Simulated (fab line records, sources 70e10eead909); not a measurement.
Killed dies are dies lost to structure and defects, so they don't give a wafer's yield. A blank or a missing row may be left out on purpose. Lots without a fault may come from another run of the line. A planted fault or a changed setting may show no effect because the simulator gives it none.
Which tool did it? | flow nand_harc | 6 lots, 18 wafers sampled, at 3 steps of a route of 1302

WHAT THE GAUGES READ, wafer by wafer
NHARC_A_ONON_D1_THK_MEAS_30: measures by ellipsometry.
lot  | measured     | on            | thk_nm (nm)
L179 | day 9 00:10  | film_metro-01 | 991 991 990
L181 | day 9 17:25  | film_metro-02 | 992 991 992
L192 | day 14 11:15 | film_metro-01 | 1023 1022 1026
L195 | day 16 01:55 | film_metro-02 | 629 629 628 628 627 628
L198 | day 17 06:22 | film_metro-01 | 1011 1009 1011
L200 | day 17 10:25 | film_metro-02 | 995 994 996

WHICH TOOL RAN EACH LOT (tool, then ch and the chambers of the sampled wafers, then the start)
lot  | NHARC_A_ZERO_WELL_RTA_16         | NHARC_A_ONON_D1_DEP_28
L179 | rtp_anneal-02 ch 0, day 7 14:36  | pecvd_onon-01 ch 0, day 8 23:39
L181 | rtp_anneal-02 ch 0, day 8 10:42  | pecvd_onon-02 ch 0, day 9 16:57
L192 | rtp_anneal-01 ch 0, day 13 03:06 | pecvd_onon-01 ch 0, day 14 10:44
L195 | rtp_anneal-01 ch 0, day 14 16:57 | pecvd_onon-01 ch 0, day 16 01:28
L198 | rtp_anneal-01 ch 0, day 15 20:37 | pecvd_onon-03 ch 0, day 17 05:55
L200 | rtp_anneal-01 ch 0, day 16 02:20 | pecvd_onon-02 ch 0, day 17 10:04
- NHARC_A_ZERO_WELL_RTA_16: time 10 s.
- NHARC_A_ONON_D1_DEP_28: target thk 1000 nm.

THE ANSWER, worked out from the rows above alone
Rule: what is usual is taken from the lots themselves. Put in order of their means at a reading, lots are off if they are a third of the lots or fewer, leave a main group of 4 or more, and stand apart from it by a gap of 3 or more times the standard deviation of the main group's means; of several such gaps the widest counts. A main group whose means are all the same, to the digits that the tables above print for the reading, isn't used. A lot without any number at a reading at which 4 lots or more have one is off too. The other lots that the step has rows for count as sound.
Off: L195, at NHARC_A_ONON_D1_THK_MEAS_30 (thk_nm). The main group: mean 1002 nm, standard deviation 13.
A tool fits if, at a process step before that reading, it ran every lot that is off, and no sound lot after the first of them. The gauges at NHARC_A_ONON_D1_THK_MEAS_30 are tried like those tools. One fits: pecvd_onon-01 at NHARC_A_ONON_D1_DEP_28. Its last sound lot is L192 (day 14 10:44), its first lot that is off L195 (day 16 01:28): a fault that began between those two fits.

WHAT THE SIMULATOR HAD PUT IN
Process parameter drift: pecvd_onon-01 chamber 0, from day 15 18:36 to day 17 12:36, at NHARC_A_ONON_D1_DEP_28. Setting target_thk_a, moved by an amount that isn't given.
Lots struck among those shown: L195. The rule above found the same.
